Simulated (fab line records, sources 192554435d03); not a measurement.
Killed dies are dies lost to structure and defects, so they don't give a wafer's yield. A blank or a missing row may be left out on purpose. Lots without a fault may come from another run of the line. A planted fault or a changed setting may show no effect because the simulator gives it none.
fab line records | flow n5_finfet | part 1 of 2: steps 1 to 20 of 30
record lots=5 wafers=15 last_day=17
route steps=1938 shown BEOL_M4@1064
lots that met no fault: from a run of the same line without faults
start_h: hours from the record's first day to the start of the lot's first wafer shown | wait_h: hours since the lot's step before | " the same as in the row above | L1.1+2: a row that stands for several wafers | - no value, or no start given | * or withheld: withheld | < > ~ a bound
route shown NAME@n: a module of which the file shows steps, and the number in the route of the first | usual: mean/standard deviation of fault-free wafers | same: alike in all rows | chamber/n: place in a boat | sites: the reading at each site | _std_site: their standard deviation | _edge_site: outer sites' mean less inner sites' | radius_mm: how far each site lies from the wafer's centre | mask NAME#n: copy n | behind: the tool/chamber that last shaped the wafer | hold: why the lot was held/for how many hours/how that ended | device: the transistor (n, p or np) that didn't switch | end of line: the same wafers' tests at the end of the route | a step without rows: its recipe alone | killed: dies lost to structure and defects at the first sort, not the wafer's yield | map: a wafer's dies, x killed, . not, _ none there
set.NAME: the setting as run; set.NAME@STEP: as run at that earlier step | model.NAME: the simulator's own value behind a step, which no gauge read
lots at some steps of the route; a table a step, a row a wafer
services: from which hour (start_h, from the record's first day; less than 0 if before it) a tool's chamber was out of use, for how many hours, and why
## steps
# step N5_BEOL_M4_ETCH_70
# recipe chemistry=N2/H2 target=SOC target_depth_a=800 overetch_a=240 mask_material=SiARC temp_c=40 time_s=130 ion_energy_ev=200 pressure_mtorr=30 source_w=840 bias_w=150 n2_flow_sccm=200 h2_flow_sccm=200
# usual drypump_motor_current_A=5.65/0.29 oes_product_au=0.54/0.045 rf_fwd_power_W=835/3.4 rf_vpp_V=524.1/2.6 showerhead_plenum_p_Torr=2.55/0.087 throttle_valve_pct=17.94/0.23
# columns lot.wafer tool chamber start_h wait_h drypump_motor_current_A oes_product_au rf_fwd_power_W rf_hours_counter_h rf_vpp_V showerhead_plenum_p_Torr throttle_valve_pct
L075.1 rie_diel-02 1 179.04 0.0 5.87 0.54 838 213 525.8 2.62 18.12
L075.5 " 2 " " 5.41 0.52 832 - 522.1 2.52 17.80
L075.6 " 3 " " 5.57 0.53 831 - 522.6 2.51 18.22
L088.2 rie_diel-06 0 246.74 0.0 5.82 0.53 838 201 526.9 2.64 18.03
L088.3 " 2 " " 6.26 0.67 837 18 528.2 2.71 17.57
L088.6 " 2 " " 6.25 0.67 837 - 528.3 2.71 17.59
L091.1 rie_diel-03 0 250.94 0.0 5.56 0.55 831 174 521.4 2.45 18.11
L091.4 " 1 " " 5.29 0.50 837 216 525.8 2.62 17.91
L091.5 " 1 " " 5.28 0.51 840 - 526.4 2.62 17.92
L093.3 rie_diel-06 1 278.07 0.0 5.45 0.52 842 241 524.4 2.51 18.27
L093.4 " 2 " " 6.26 0.66 832 29 527.7 2.71 17.58
L093.6 " 1 " " 5.44 0.52 843 - 523.3 2.51 18.25
L094.3 rie_diel-03 3 284.50 0.0 5.91 0.60 838 89 527.7 2.68 17.79
L094.5 " 1 " " 5.27 0.50 837 - 525.6 2.61 17.96
L094.6 " 3 " " 5.92 0.60 839 - 527.5 2.68 17.80
# step N5_BEOL_M4_STRIP_71
# recipe chemistry=N2/H2 temp_c=40 n2_flow_sccm=200 h2_flow_sccm=200 rf_frequency_hz=6e+07
# columns lot.wafer tool chamber start_h wait_h
L075.1+5+6 rie_diel-02 1,2,3 179.12 0.0
L088.2+3+6 rie_diel-06 0,2,2 246.82 0.0
L091.1+4+5 rie_diel-03 0,1,1 251.03 0.0
L093.3+4+6 rie_diel-06 1,2,1 278.16 0.0
L094.3+5+6 rie_diel-03 3,1,3 284.59 0.0
# step N5_BEOL_M4_STRIP_78
# recipe chemistry=N2/H2 temp_c=40 n2_flow_sccm=200 h2_flow_sccm=200 rf_frequency_hz=6e+07
# columns lot.wafer tool chamber start_h wait_h
L075.1+5+6 rie_diel-02 1,2,3 179.13 0.0
L088.2+3+6 rie_diel-06 0,2,2 246.83 0.0
L091.1+4+5 rie_diel-03 0,1,1 251.04 0.0
L093.3+4+6 rie_diel-06 1,2,1 278.17 0.0
L094.3+5+6 rie_diel-03 3,1,3 284.60 0.0
# step N5_BEOL_M4_VIA_ETCH_34
# recipe chemistry=C4F6/O2 target_depth_a=694 mask_material=SOC pressure_mtorr=15 ion_energy_ev=250 taper_deg=4 time_s=65.9 source_w=350 bias_w=170 Ar_flow_sccm=300 C4F6_flow_sccm=10 O2_flow_sccm=10
# usual C4F6_flow_sccm=10.00/0.032 drypump_motor_current_A=5.65/0.29 oes_product_au=0.73/0.063 rf_fwd_power_W=346.4/1.4 rf_vpp_V=663/12 showerhead_plenum_p_Torr=2.85/0.091 throttle_valve_pct=30.72/0.26
# columns lot.wafer tool chamber start_h wait_h C4F6_flow_sccm drypump_motor_current_A oes_product_au rf_fwd_power_W rf_hours_counter_h rf_vpp_V showerhead_plenum_p_Torr throttle_valve_pct
L075.1 rie_diel-02 1 179.14 0.0 9.96 5.89 0.72 348.3 213 675 2.91 30.84
L075.5 " 2 " " 10.04 5.40 0.72 343.7 - 667 2.81 30.56
L075.6 " 3 " " 10.07 5.57 0.73 345.8 - 661 2.81 31.07
L088.2 rie_diel-06 0 246.84 0.0 10.05 5.81 0.73 346.8 201 659 2.94 30.96
L088.3 " 2 " " 10.00 6.26 0.92 347.6 18 663 3.03 30.55
L088.6 " 2 " " 10.02 6.27 0.93 347.3 - 664 3.03 30.55
L091.1 rie_diel-03 0 251.05 0.0 9.98 5.56 0.76 344.5 174 659 2.72 30.76
L091.4 " 1 " " 9.98 5.30 0.69 346.2 216 643 2.91 30.67
L091.5 " 1 " " 9.97 5.30 0.68 348.2 - 643 2.91 30.69
L093.3 rie_diel-06 1 278.18 0.0 10.00 5.44 0.69 347.7 241 691 2.81 31.23
L093.4 " 2 " " 9.99 6.25 0.89 347.2 29 664 3.03 30.57
L093.6 " 1 " " 9.96 5.44 0.69 348.1 - 691 2.81 31.24
L094.3 rie_diel-03 3 284.61 0.0 10.03 5.89 0.81 349.5 89 670 2.96 30.46
L094.5 " 1 " " 10.06 5.29 0.68 348.5 - 643 2.90 30.68
L094.6 " 3 " " 10.02 5.90 0.81 348.9 - 672 2.96 30.43
# step N5_BEOL_M4_STRIP_83
# recipe chemistry=C4F6/O2 resist=SiARC rf_frequency_hz=6e+07
# columns lot.wafer tool chamber start_h wait_h
L075.1+5+6 rie_diel-02 1,2,3 179.19 0.0
L088.2+3+6 rie_diel-06 0,2,2 246.89 0.0
L091.1+4+5 rie_diel-03 0,1,1 251.10 0.0
L093.3+4+6 rie_diel-06 1,2,1 278.23 0.0
L094.3+5+6 rie_diel-03 3,1,3 284.66 0.0
# step N5_BEOL_M4_STRIP_36
# recipe chemistry=N2/H2 power_w=450 temp_c=40 pressure_mtorr=20 rf_frequency_hz=6e+07 overash_fraction=0.3 bias_power_w=7 h2_frac=0.5 n2_flow_sccm=200 h2_flow_sccm=200
# usual drypump_motor_current_A=5.65/0.29 oes_product_au=0.73/0.065 rf_vpp_V=59.4/1.5 showerhead_plenum_p_Torr=2.55/0.087 throttle_valve_pct=23.77/0.29
# columns lot.wafer tool chamber start_h wait_h drypump_motor_current_A oes_product_au rf_hours_counter_h rf_vpp_V showerhead_plenum_p_Torr throttle_valve_pct
L075.1 rie_diel-02 1 179.20 0.0 5.88 0.70 213 59.3 2.62 24.07
L075.5 " 2 " " 5.44 0.72 - 59.9 2.51 23.56
L075.6 " 3 " " 5.56 0.73 - 60.4 2.50 24.00
L088.2 rie_diel-06 0 246.90 0.0 5.81 0.71 201 60.8 2.64 23.92
L088.3 " 2 " " 6.28 0.92 18 62.2 2.71 23.30
L088.6 " 2 " " 6.25 0.92 - 60.6 2.71 23.30
L091.1 rie_diel-03 0 251.11 0.0 5.54 0.76 174 60.2 2.44 24.10
L091.4 " 1 " " 5.32 0.67 216 59.1 2.61 23.73
L091.5 " 1 " " 5.30 0.68 - 61.3 2.62 23.76
L093.3 rie_diel-06 1 278.24 0.0 5.39 0.71 241 60.1 2.51 24.11
L093.4 " 2 " " 6.26 0.91 29 59.7 2.70 23.31
L093.6 " 1 " " 5.43 0.69 - 59.9 2.51 24.12
L094.3 rie_diel-03 3 284.67 0.0 5.91 0.82 89 57.7 2.67 23.66
L094.5 " 1 " " 5.28 0.68 - 57.4 2.61 23.77
L094.6 " 3 " " 5.92 0.82 - 60.2 2.67 23.70
# step N5_BEOL_M4_TRENCH_ETCH_37
# recipe chemistry=C4F6/O2 target_depth_a=555.55 target=SiOC time_s=29.2 ion_energy_ev=250 pressure_mtorr=30 source_w=355 bias_w=185 Ar_flow_sccm=300 C4F6_flow_sccm=10 O2_flow_sccm=10
# usual C4F6_flow_sccm=10.00/0.031 drypump_motor_current_A=5.65/0.29 oes_product_au=0.73/0.063 rf_fwd_power_W=349.3/1.9 rf_vpp_V=663/12 showerhead_plenum_p_Torr=2.85/0.091 throttle_valve_pct=20.91/0.23
# columns lot.wafer tool chamber start_h wait_h C4F6_flow_sccm drypump_motor_current_A oes_product_au rf_fwd_power_W rf_hours_counter_h rf_vpp_V showerhead_plenum_p_Torr throttle_valve_pct
L075.1 rie_diel-02 1 - - 10.06 5.87 0.73 350.6 213 677 2.92 21.01
L075.5 " 2 " " 10.03 5.37 0.73 347.7 - 667 2.81 20.80
L075.6 " 3 " " 10.01 5.57 0.73 348.0 - 661 2.81 21.32
L088.2 rie_diel-06 0 - - 10.00 5.81 0.72 348.0 201 656 2.94 21.02
L088.3 " 2 " " 9.95 6.27 0.92 348.4 18 662 3.04 20.75
L088.6 " 2 " " 9.98 6.23 0.91 349.0 - 663 3.04 20.75
L091.1 rie_diel-03 0 - - 9.99 5.53 0.75 346.9 174 658 2.72 20.92
L091.4 " 1 " " 9.97 5.30 0.69 352.5 216 643 2.91 20.84
L091.5 " 1 " " 9.91 5.30 0.68 351.4 - 641 2.91 20.83
L093.3 rie_diel-06 1 - - 10.01 5.45 0.70 350.8 241 691 2.82 21.28
L093.4 " 2 " " 10.00 6.27 0.89 349.9 29 662 3.03 20.78
L093.6 " 1 " " 10.02 5.41 0.71 350.5 - 692 2.82 21.27
L094.3 rie_diel-03 3 - - 10.00 5.93 0.81 349.1 89 671 2.97 20.67
L094.5 " 1 " " 10.01 5.30 0.68 351.3 - 641 2.91 20.86
L094.6 " 3 " " 10.02 5.93 0.81 351.3 - 670 2.97 20.69
# step N5_BEOL_M4_ETCH_41
# recipe chemistry=CH3F/O2 target=SiCN target_depth_a=299 taper_deg=2 time_s=52.5 ion_energy_ev=120 mask_material=TiN pressure_mtorr=30 source_w=395 bias_w=75 Ar_flow_sccm=150 CH3F_flow_sccm=30 O2_flow_sccm=20
# usual drypump_motor_current_A=5.64/0.29 oes_product_au=0.73/0.063 rf_fwd_power_W=390.4/1.8 rf_vpp_V=297.5/1.7 showerhead_plenum_p_Torr=2.00/0.067 throttle_valve_pct=16.41/0.22
# columns lot.wafer tool chamber start_h wait_h drypump_motor_current_A oes_product_au rf_fwd_power_W rf_hours_counter_h rf_vpp_V showerhead_plenum_p_Torr throttle_valve_pct
L075.1 rie_diel-02 1 - - 5.85 0.72 387.6 213 298.7 2.06 16.52
L075.5 " 2 " " 5.41 0.72 389.1 - 298.6 1.97 16.30
L075.6 " 3 " " 5.55 0.73 388.4 - 297.4 1.98 16.80
L088.2 rie_diel-06 0 - - 5.79 0.72 389.3 201 298.4 2.07 16.49
L088.3 " 2 " " 6.27 0.92 391.2 18 298.8 2.14 16.16
L088.6 " 2 " " 6.30 0.91 391.1 - 299.6 2.14 16.15
L091.1 rie_diel-03 0 - - 5.59 0.75 389.9 174 296.1 1.91 16.38
L091.4 " 1 " " 5.28 0.69 392.5 216 300.4 2.05 16.36
L091.5 " 1 " " 5.28 0.69 391.4 - 299.6 2.05 16.35
L093.3 rie_diel-06 1 - - 5.39 0.71 392.3 241 295.8 1.98 16.75
L093.4 " 2 " " 6.24 0.89 391.7 29 298.3 2.13 16.16
L093.6 " 1 " " 5.42 0.70 392.9 - 297.5 1.98 16.73
L094.3 rie_diel-03 3 - - 5.91 0.80 392.1 89 299.3 2.09 16.17
L094.5 " 1 " " 5.30 0.68 392.3 - 300.0 2.05 16.39
L094.6 " 3 " " 5.91 0.81 392.2 - 299.8 2.09 16.16
# step N5_BEOL_M4_STRIP_97
# recipe chemistry=N2/H2 time_s=10 power_w=450 temp_c=40 pressure_mtorr=20 rf_frequency_hz=6e+07 bias_power_w=7 n2_flow_sccm=200 h2_flow_sccm=200
# usual drypump_motor_current_A=5.65/0.29 oes_product_au=0.73/0.065 rf_vpp_V=59.1/0.9 showerhead_plenum_p_Torr=2.55/0.087 throttle_valve_pct=23.77/0.29
# columns lot.wafer tool chamber start_h wait_h drypump_motor_current_A oes_product_au rf_hours_counter_h rf_vpp_V showerhead_plenum_p_Torr throttle_valve_pct
L075.1 rie_diel-02 1 - - 5.87 0.72 213 57.8 2.62 24.04
L075.5 " 2 " " 5.38 0.71 - 59.0 2.51 23.53
L075.6 " 3 " " 5.57 0.73 - 58.5 2.50 23.98
L088.2 rie_diel-06 0 - - 5.81 0.72 201 59.1 2.64 23.90
L088.3 " 2 " " 6.26 0.93 18 59.6 2.71 23.30
L088.6 " 2 " " 6.28 0.93 - 59.9 2.71 23.30
L091.1 rie_diel-03 0 - - 5.57 0.76 174 59.7 2.44 24.09
L091.4 " 1 " " 5.30 0.69 216 59.1 2.62 23.76
L091.5 " 1 " " 5.29 0.69 - 60.3 2.62 23.75
L093.3 rie_diel-06 1 - - 5.43 0.71 241 57.9 2.51 24.13
L093.4 " 2 " " 6.25 0.90 29 59.9 2.70 23.31
L093.6 " 1 " " 5.41 0.71 - 59.1 2.51 24.11
L094.3 rie_diel-03 3 - - 5.92 0.81 89 59.3 2.67 23.69
L094.5 " 1 " " 5.28 0.68 - 57.9 2.61 23.78
L094.6 " 3 " " 5.92 0.82 - 58.9 2.67 23.70
# step N5_BEOL_M4_OCD_MEAS_38
# usual trench_depth_nm=55.1/0.94
# columns lot.wafer tool chamber start_h wait_h trench_depth_nm
L075.1 ocd-02 - 179.40 - 56.4
L075.5 " - " " 56.6
L075.6 " - " " 56.3
L088.2 ocd-01 - 247.10 - 55.8
L088.3 " - " " 56.0
L088.6 " - " " 55.7
L091.1 ocd-02 - 251.30 - 56.3
L091.4 " - " " 56.1
L091.5 " - " " 55.4
L093.3 ocd-02 - 278.43 - 55.0
L093.4 " - " " 56.5
L093.6 " - " " 55.4
L094.3 ocd-01 - 284.87 - 54.7
L094.5 " - " " 55.9
L094.6 " - " " 55.5
# step N5_BEOL_M4_HM_STRIP_39
# recipe chemistry=peroxide_tin_strip material=TiN target_depth_a=250 temp_c=50 time_s=158
# columns lot.wafer tool chamber start_h wait_h
L075.1+5+6 wet_bench-06 0,3,7 179.43 0.0
L088.2+3+6 wet_bench-06 6,2,5 247.13 0.0
L091.1+4+5 wet_bench-05 6,0,4 251.33 0.0
L093.3+4+6 wet_bench-05 3,1,4 278.46 0.0
L094.3+5+6 wet_bench-06 5,2,1 284.90 0.0
# step N5_BEOL_M4_SRD_40
# recipe time_s=30 temp_c=23 rinse_liquid=diw dry=ipa_marangoni
# columns lot.wafer tool chamber start_h wait_h
L075.1+5+6 wet_bench-06 0,3,7 179.48 0.0
L088.2+3+6 wet_bench-06 6,2,5 247.18 0.0
L091.1+4+5 wet_bench-05 6,0,4 251.43 0.0
L093.3+4+6 wet_bench-05 3,1,4 278.51 0.0
L094.3+5+6 wet_bench-06 5,2,1 284.94 0.0
# step N5_BEOL_M4_PRECLEAN_42
# recipe chemistry=residue_remover time_s=60 temp_c=40
# columns lot.wafer tool chamber start_h wait_h
L075.1+5+6 wet_bench-06 0,3,7 179.50 0.0
L088.2+3+6 wet_bench-06 6,2,5 247.19 0.0
L091.1+4+5 wet_bench-05 6,0,4 251.46 0.0
L093.3+4+6 wet_bench-05 3,1,4 278.52 0.0
L094.3+5+6 wet_bench-06 5,2,1 284.96 0.0
# step N5_BEOL_M4_SRD_43
# recipe time_s=30 temp_c=23 rinse_liquid=diw dry=ipa_marangoni
# columns lot.wafer tool chamber start_h wait_h
L075.1+5+6 wet_bench-06 0,3,7 179.52 0.0
L088.2+3+6 wet_bench-06 6,2,5 247.21 0.0
L091.1+4+5 wet_bench-05 6,0,4 251.49 0.0
L093.3+4+6 wet_bench-05 3,1,4 278.54 0.0
L094.3+5+6 wet_bench-06 5,2,1 284.98 0.0
# step N5_BEOL_M4_CD_MEAS_35
# recipe target_cd_nm=18 target_cd_y_nm=22.4 polarity=opening
# usual cd_nm=18.1/0.33
# columns lot.wafer tool chamber start_h wait_h cd_nm
L075.1 cd_sem-01 - 179.56 0.0 18.0
L075.5 " - " " 18.4
L075.6 " - " " 18.4
L088.2 cd_sem-01 - 247.25 0.0 18.0
L088.3 " - " " 17.6
L088.6 " - " " 17.9
L091.1 cd_sem-01 - 251.55 0.0 18.4
L091.4 " - " " 18.2
L091.5 " - " " 18.2
L093.3 cd_sem-02 - 278.58 0.0 18.1
L093.4 " - " " 18.5
L093.6 " - " " 18.2
L094.3 cd_sem-03 - 285.02 0.0 17.9
L094.5 " - " " 18.3
L094.6 " - " " 18.0
# step N5_BEOL_M4_DEGAS_44
# recipe ambient=vacuum temp_c=250 time_s=60
# usual heater_power_w=322/37
# columns lot.wafer tool chamber start_h wait_h heater_power_w
L075.1 pvd_sputter-01 - 179.80 0.2 315
L075.5 " - " " 350
L075.6 " - " " 311
L088.2 pvd_sputter-01 - 247.57 0.3 323
L088.3 " - " " 321
L088.6 " - " " 319
L091.1 pvd_sputter-02 - 251.60 0.0 351
L091.4 " - " " 288
L091.5 " - " " 374
L093.3 pvd_sputter-02 - 278.72 0.1 285
L093.4 " - " " 362
L093.6 " - " " 358
L094.3 pvd_sputter-01 - 285.11 0.1 328
L094.5 " - " " 342
L094.6 " - " " 328
# step N5_BEOL_M4_PRE_CLEAN_45
# recipe gas=H2/He time_s=30 temp_c=250
# usual heater_power_w=323/37
# columns lot.wafer tool chamber start_h wait_h heater_power_w
L075.1 pvd_sputter-01 - 179.84 0.0 316
L075.5 " - " " 337
L075.6 " - " " 317
L088.2 pvd_sputter-01 - 247.61 0.0 326
L088.3 " - " " 320
L088.6 " - " " 314
L091.1 pvd_sputter-02 - 251.64 0.0 349
L091.4 " - " " 290
L091.5 " - " " 369
L093.3 pvd_sputter-02 - 278.76 0.0 286
L093.4 " - " " 357
L093.6 " - " " 357
L094.3 pvd_sputter-01 - 285.15 0.0 328
L094.5 " - " " 346
L094.6 " - " " 321
# step N5_BEOL_M4_ALD_84
# recipe material=TaN target_thk_a=* temp_c=275 ald_precursor_family=PDMAT ald_co_reactant=NH3 pressure_torr=3 carrier_flow_sccm=1500 pulse_time_s=2 purge_time_s=3 co_reactant_purge_time_s=2 co_reactant_pulse_time_s=3 ald_cycles=30 precursor_vessel_temp_c=75 precursor_vessel_pressure_torr=26.25 precursor_vessel_carrier_sccm=1000
# usual chamber_pressure_Torr=3.001/0.0068 heater_power_w=418/44
# same co_reactant_pulse_time_s=3
# columns lot.wafer tool chamber start_h wait_h chamber_pressure_Torr heater_power_w
L075.1 ald_metal-01 2 179.91 0.0 2.995 431
L075.5 " 2 " " 2.986 432
L075.6 " 3 " " 2.995 384
L088.2 ald_metal-01 1 247.69 0.1 2.999 418
L088.3 " 0 " " 2.988 459
L088.6 " 2 " " 3.004 434
L091.1 ald_metal-02 1 251.93 0.3 3.008 358
L091.4 " 2 " " 2.998 424
L091.5 " 1 " " 2.999 359
L093.3 ald_metal-02 2 279.00 0.2 3.019 422
L093.4 " 0 " " 2.998 503
L093.6 " 3 " " 3.006 409
L094.3 ald_metal-02 0 285.21 0.0 2.998 495
L094.5 " 2 " " 3.006 422
L094.6 " 1 " " 3.008 352
# step N5_BEOL_M4_SURFACE_TREAT_85
# recipe gas=Ar time_s=* ion_energy_ev=* ion_current_ma_cm2=0.5 pressure_mtorr=* ar_flow_sccm=30
# usual throttle_valve_pct=*
# columns lot.wafer tool chamber start_h wait_h throttle_valve_pct
L075.1 pvd_sputter-01 - 180.20 0.2 *
L075.5 " - " " *
L075.6 " - " " *
L088.2 pvd_sputter-01 - 247.97 0.2 *
L088.3 " - " " *
L088.6 " - " " *
L091.1 pvd_sputter-01 - 253.45 1.4 *
L091.4 " - " " *
L091.5 " - " " *
L093.3 pvd_sputter-02 - 279.25 0.1 *
L093.4 " - " " *
L093.6 " - " " *
L094.3 pvd_sputter-02 - 285.47 0.2 *
L094.5 " - " " *
L094.6 " - " " *
# step N5_BEOL_M4_CVD_47
# recipe material=Co target_thk_a=30 temp_c=withheld precursor=CCTBA/H2 pressure_torr=30 time_s=223.8
# usual chamber_pressure_Torr=29.99/0.062
# columns lot.wafer tool chamber start_h wait_h chamber_pressure_Torr
L075.1 cvd_co-02 0 180.49 0.3 29.96
L075.5 " 1 " " 29.91
L075.6 " 0 " " 29.94
L088.2 cvd_co-01 1 248.13 0.1 29.99
L088.3 " 2 " " 29.97
L088.6 " 2 " " 30.00
L091.1 cvd_co-02 2 253.51 0.0 30.00
L091.4 " 0 " " 30.17
L091.5 " 2 " " 30.05
L093.3 cvd_co-01 0 279.50 0.2 29.91
L093.4 " 0 " " 29.84
L093.6 " 2 " " 30.02
L094.3 cvd_co-01 0 285.58 0.1 30.04
L094.5 " 2 " " 30.05
L094.6 " 0 " " 29.91
